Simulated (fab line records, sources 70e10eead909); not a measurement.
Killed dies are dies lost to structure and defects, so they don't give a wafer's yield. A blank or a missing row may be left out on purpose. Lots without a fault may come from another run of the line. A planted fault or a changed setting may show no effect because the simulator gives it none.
Chamber matching | flow nand_harc | NHARC_A_STAIRCASE_ALD_420 on ald_hk-04: 4 sister chambers
The step deposits SiO2, target thk 20 nm, pulse time 6 s, ald cycles 200. 8 wafers are shown with their chamber, then 8 later ones without.

WAFERS WITH THEIR CHAMBER
wafer  | chamber | heater_power_outer_w (W) | heater_power_w (W)
L079.4 | 2       | 219                      | 415
L079.6 | 1       | 236                      | 397
L078.5 | 3       | 220                      | 430
L081.4 | 3       | 222                      | 435
L083.2 | 1       | 239                      | 388
L083.3 | 0       | 258                      | 454
L083.4 | 2       | 218                      | 413
L086.4 | 0       | 261                      | 459

WAFERS WITHOUT THEIR CHAMBER
wafer  | heater_power_outer_w (W) | heater_power_w (W)
L086.5 | 265                      | 463
L086.6 | 235                      | 395
L090.1 | 227                      | 411
L090.4 | 234                      | 393
L090.5 | 224                      | 438
L097.1 | 229                      | 451
L097.2 | 219                      | 414
L097.3 | 235                      | 402

WHICH CHAMBER EACH WENT THROUGH
wafer  | from the rows above     | in truth
L086.5 | 0                       | 0
L086.6 | 1                       | 1
L090.1 | can't be placed: 2 or 3 | 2
L090.4 | 1                       | 1
L090.5 | 3                       | 3
L097.1 | 3                       | 3
L097.2 | 2                       | 2
L097.3 | 1                       | 1
Placed correctly: 7 of 8. Can't be placed from these rows: 1 (the true chamber is among the candidates in 1). Placed wrongly: 0.
How it was worked out, from the rows above alone: a wafer's distance from a chamber is the root of the sum, over the readings, of the square of ((its reading less the chamber's mean) divided by the reading's scatter). The wafer belongs to the nearest chamber; if the next one is less than 2 further off, it can't be placed. A chamber's mean is the mean of its shown wafers. The scatter: the root of (the sum of the squares of (reading less its chamber's mean) over the shown wafers, divided by (wafers less chambers)).
